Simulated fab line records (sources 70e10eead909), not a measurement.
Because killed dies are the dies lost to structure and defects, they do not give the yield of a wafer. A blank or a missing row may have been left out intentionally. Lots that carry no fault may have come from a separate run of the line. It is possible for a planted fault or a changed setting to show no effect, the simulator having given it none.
Which tool was responsible? :: flow nand harc :: 6 lots, 18 wafers sampled, at 3 steps of a route of 1302

== WHAT EACH GAUGE READ, for each wafer ==
NHARC_THIN_TSV_CD_MEAS_33: the cd target is 5000 nm.
lot: L381
measured: day 24 12:01
on: cd sem-02
cd nm (nm): 5003.1 4999.0 5002.6

lot: L385
measured: day 26 12:01
on: cd sem-03
cd nm (nm): 5002.5 5001.2 5002.5

lot: L389
measured: day 27 14:53
on: cd sem-03
cd nm (nm): 4999.6 5002.2 4996.6

lot: L396
measured: day 30 19:27
on: cd sem-03
cd nm (nm): 5000.0 5003.7 5000.5

lot: L397
measured: day 31 10:07
on: cd sem-01
cd nm (nm): 5000.9 5002.1 5002.7

lot: L400
measured: day 32 17:58
on: cd sem-01
cd nm (nm): 5000.6 5000.0 5004.1

== WHICH TOOL RAN EACH LOT (tool, then ch and the chambers of the sampled wafers, then the start) ==
lot: L381
NHARC_A_CONTACT_ETCH_122: har cap etch-03 ch 0,1, day 22 03:05
NHARC_THIN_TSV_DEGAS_49: pvd sputter-03, day 24 08:52

lot: L385
NHARC_A_CONTACT_ETCH_122: har cap etch-03 ch 0,1, day 24 02:20
NHARC_THIN_TSV_DEGAS_49: pvd sputter-01, day 26 08:44

lot: L389
NHARC_A_CONTACT_ETCH_122: har cap etch-03 ch 0,1, day 25 07:34
NHARC_THIN_TSV_DEGAS_49: pvd sputter-03, day 27 11:44

lot: L396
NHARC_A_CONTACT_ETCH_122: har cap etch-03 ch 0,1, day 28 08:04
NHARC_THIN_TSV_DEGAS_49: pvd sputter-02, day 30 16:19

lot: L397
NHARC_A_CONTACT_ETCH_122: har cap etch-01 ch 0,1, day 29 02:41
NHARC_THIN_TSV_DEGAS_49: pvd sputter-03, day 31 06:58

lot: L400
NHARC_A_CONTACT_ETCH_122: har cap etch-03 ch 0,1, day 30 02:50
NHARC_THIN_TSV_DEGAS_49: pvd sputter-02, day 32 14:38
- NHARC_A_CONTACT_ETCH_122: etches the open film in C4F8/O2/Ar, time 190 s, target depth 1850 nm.
- NHARC_THIN_TSV_DEGAS_49: time 120 s.

== THE ANSWER, worked out from the rows above alone ==
Rule: usual is defined by the lots themselves. Put in order of their means at a reading, lots are off if they are a third of the lots or fewer, leave a main group of 4 or more, and stand apart from it by a gap of 3 or more times the standard deviation of the main group's means; of several such gaps the widest counts. If all means in a main group match to the digits the tables above print for the reading, that group is not used. Also off: a lot with no number at a reading for which 4 or more lots have one. All remaining lots with rows at the step are treated as sound.
Off, at NHARC_THIN_TSV_CD_MEAS_33 on cd nm: L389. The main group: mean 5001.7 nm, standard deviation 0.24.
If a tool, at a process step before that reading, ran all the lots that are off and no sound lot after the first of them, it fits. The gauges at NHARC_THIN_TSV_CD_MEAS_33 are tried like those tools. None of those tried fits.

== WHAT THE SIMULATOR PUT IN ==
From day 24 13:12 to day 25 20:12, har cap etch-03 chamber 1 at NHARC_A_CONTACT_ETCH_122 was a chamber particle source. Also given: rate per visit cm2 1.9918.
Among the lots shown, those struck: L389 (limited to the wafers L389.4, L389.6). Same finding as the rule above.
